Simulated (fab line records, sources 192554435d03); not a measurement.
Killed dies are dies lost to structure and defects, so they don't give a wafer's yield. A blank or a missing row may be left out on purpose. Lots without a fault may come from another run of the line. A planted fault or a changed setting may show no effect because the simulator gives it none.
Which tool did it? | flow n5_finfet | 10 lots, 28 wafers sampled, at 1 step of a route of 1938

WHAT THE GAUGES READ, wafer by wafer
N5_BEOL_M6_CD_MEAS_18: pitch 80 nm, target cd 40 nm.
lot  | measured     | on        | cd_nm (nm)
L766 | day 10 01:27 | cd_sem-03 | 40.3 39.8 40.1
L769 | day 10 22:35 | cd_sem-02 | 39.9 39.3 39.5
L767 | day 10 23:51 | cd_sem-03 | 39.9 40.2 39.8
L771 | day 11 06:29 | cd_sem-03 | 39.8 39.6 40.6
L780 | day 13 10:40 | cd_sem-03 | 40.3 39.6 40.3
L781 | day 13 19:19 | cd_sem-01 | 40.3 40.0
L782 | day 14 05:35 | cd_sem-03 | 39.3 39.4
L783 | day 14 08:22 | cd_sem-02 | 39.4 40.2 39.7
L784 | day 14 14:58 | cd_sem-02 | 39.2 40.3 40.0
L785 | day 14 18:18 | cd_sem-03 | 40.2 40.3 39.6

WHICH TOOL RAN EACH LOT (tool, then ch and the chambers of the sampled wafers, then the start)
The record holds no process step before these readings.

THE ANSWER, worked out from the rows above alone
Rule: what is usual is taken from the lots themselves. Put in order of their means at a reading, lots are off if they are a third of the lots or fewer, leave a main group of 4 or more, and stand apart from it by a gap of 3 or more times the standard deviation of the main group's means; of several such gaps the widest counts. A main group whose means are all the same, to the digits that the tables above print for the reading, isn't used. A lot without any number at a reading at which 4 lots or more have one is off too. The other lots that the step has rows for count as sound.
No lot is off at any reading shown: from this, nothing can be told.

WHAT THE SIMULATOR HAD PUT IN
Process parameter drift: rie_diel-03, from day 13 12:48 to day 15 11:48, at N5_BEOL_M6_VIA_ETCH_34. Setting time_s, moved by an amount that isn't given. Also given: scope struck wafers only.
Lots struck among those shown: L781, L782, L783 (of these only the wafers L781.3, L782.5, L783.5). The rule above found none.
